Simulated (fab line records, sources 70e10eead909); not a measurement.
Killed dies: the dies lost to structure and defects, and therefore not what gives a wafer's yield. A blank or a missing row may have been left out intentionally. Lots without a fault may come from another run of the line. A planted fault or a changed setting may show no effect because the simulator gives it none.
Chamber matching || flow nand-harc || pecvd-03 running NHARC_P_M1_PRE_CLEAN_32: 3 sister chambers
The step time 12 s. 16 wafers are shown with their chamber, then 8 later ones without.

WAFERS, EACH WITH ITS CHAMBER
{"wafer": "L075.3", "chamber": 0, "heater-power-w (W)": 721}
{"wafer": "L075.4", "chamber": 1, "heater-power-w (W)": 594}
{"wafer": "L075.5", "chamber": 2, "heater-power-w (W)": 562}
{"wafer": "L079.1", "chamber": 1, "heater-power-w (W)": 673}
{"wafer": "L079.3", "chamber": 1, "heater-power-w (W)": 664}
{"wafer": "L079.5", "chamber": 0, "heater-power-w (W)": 709}
{"wafer": "L081.2", "chamber": 1, "heater-power-w (W)": 642}
{"wafer": "L081.3", "chamber": 1, "heater-power-w (W)": 661}
{"wafer": "L081.4", "chamber": 0, "heater-power-w (W)": 704}
{"wafer": "L082.1", "chamber": 2, "heater-power-w (W)": 607}
{"wafer": "L082.2", "chamber": 0, "heater-power-w (W)": 631}
{"wafer": "L082.4", "chamber": 1, "heater-power-w (W)": 651}
{"wafer": "L088.2", "chamber": 2, "heater-power-w (W)": 545}
{"wafer": "L088.3", "chamber": 1, "heater-power-w (W)": 685}
{"wafer": "L088.4", "chamber": 1, "heater-power-w (W)": 692}
{"wafer": "L089.4", "chamber": 0, "heater-power-w (W)": 630}

SIGNATURES (means of the wafers above)
{"reading": "heater-power-w", "chamber 0": 679.00, "chamber 1": 657.75, "chamber 2": 571.33, "scatter within a chamber": 35.7}
Rule: for each reading, subtract the chamber's mean from the wafer's reading, divide by that reading's scatter and square the result; add these up over the readings and take the root, which gives the wafer's distance from the chamber. If the next closest chamber is less than 2 further off than the closest, the wafer can't be placed; otherwise it belongs to the closest. The scatter is the square root of a quotient: the sum, over the shown wafers, of each reading's squared deviation from its chamber's mean, divided by wafers minus chambers.

WAFERS MISSING THEIR CHAMBER
{"wafer": "L089.5", "heater-power-w (W)": 687}
{"wafer": "L089.6", "heater-power-w (W)": 586}
{"wafer": "L091.1", "heater-power-w (W)": 646}
{"wafer": "L091.2", "heater-power-w (W)": 569}
{"wafer": "L091.6", "heater-power-w (W)": 579}
{"wafer": "L097.1", "heater-power-w (W)": 691}
{"wafer": "L097.2", "heater-power-w (W)": 667}
{"wafer": "L097.5", "heater-power-w (W)": 678}

WHICH CHAMBER EACH ONE RAN IN
{"wafer": "L089.5", "from the rows above": "can't be placed: 0 or 1", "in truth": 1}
{"wafer": "L089.6", "from the rows above": "can't be placed: 2 or 1", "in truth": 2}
{"wafer": "L091.1", "from the rows above": "can't be placed: 1 or 0 or 2", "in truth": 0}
{"wafer": "L091.2", "from the rows above": 2, "in truth": 2}
{"wafer": "L091.6", "from the rows above": "can't be placed: 2 or 1", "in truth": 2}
{"wafer": "L097.1", "from the rows above": "can't be placed: 0 or 1", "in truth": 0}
{"wafer": "L097.2", "from the rows above": "can't be placed: 1 or 0", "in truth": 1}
{"wafer": "L097.5", "from the rows above": "can't be placed: 0 or 1", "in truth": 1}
Placed correctly: 1 of 8. Can't be placed from these rows: 7 (the true chamber is among the candidates in 7). Wrongly placed: 0.
